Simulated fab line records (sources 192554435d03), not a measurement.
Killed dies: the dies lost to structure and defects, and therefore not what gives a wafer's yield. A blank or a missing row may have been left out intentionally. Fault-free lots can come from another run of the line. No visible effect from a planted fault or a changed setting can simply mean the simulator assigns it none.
Chamber matching | flow n5Finfet | 4 sister chambers for N5_BEOL_M7_ALD_77 on aldMetal-03
The step deposits TaN, target thk 2 nm, pulse time 2 s, purge time 3 s. 8 wafers are shown with their chamber, then 7 later ones without.

## WAFERS, EACH WITH ITS CHAMBER
wafer  | chamber | heaterPowerOuterW (W) | heaterPowerW (W)
L074.6 | 3       | 242                   | 483
L079.2 | 3       | 237                   | 451
L079.4 | 1       | 199                   | 378
L084.4 | 1       | 197                   | 383
L088.4 | 2       | 204                   | 362
L088.6 | 0       | 221                   | 442
L090.2 | 0       | 222                   | 426
L090.4 | 2       | 204                   | 349

## WAFERS WITH NO CHAMBER GIVEN
wafer  | heaterPowerOuterW (W) | heaterPowerW (W)
L090.6 | 196                   | 378
L095.2 | 225                   | 450
L095.5 | 201                   | 357
L095.6 | 236                   | 467
L096.2 | 200                   | 354
L096.4 | 199                   | 386
L096.5 | 202                   | 360

## WHICH CHAMBER EACH ONE RAN IN
wafer  | from the rows above     | in truth
L090.6 | 1                       | 1
L095.2 | 0                       | 0
L095.5 | can't be placed: 2 or 1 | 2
L095.6 | 3                       | 3
L096.2 | can't be placed: 2 or 1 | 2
L096.4 | 1                       | 1
L096.5 | can't be placed: 2 or 1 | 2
Correct placement for 4 of the 7. From these rows, 3 cannot be placed; in 3 the true chamber is one of the candidates. 0 placed wrongly.
How it was worked out, from the rows above alone: a wafer's distance from a chamber is the root of the sum, over the readings, of the square of ((its reading less the chamber's mean) divided by the reading's scatter). The wafer belongs to the nearest chamber; if the next one is less than 2 further off, it can't be placed. For every chamber, the mean is computed from those of its wafers that are shown. The scatter: take each reading less its chamber's mean, square it, sum over the shown wafers, divide by the number of wafers less the number of chambers, and take the root.
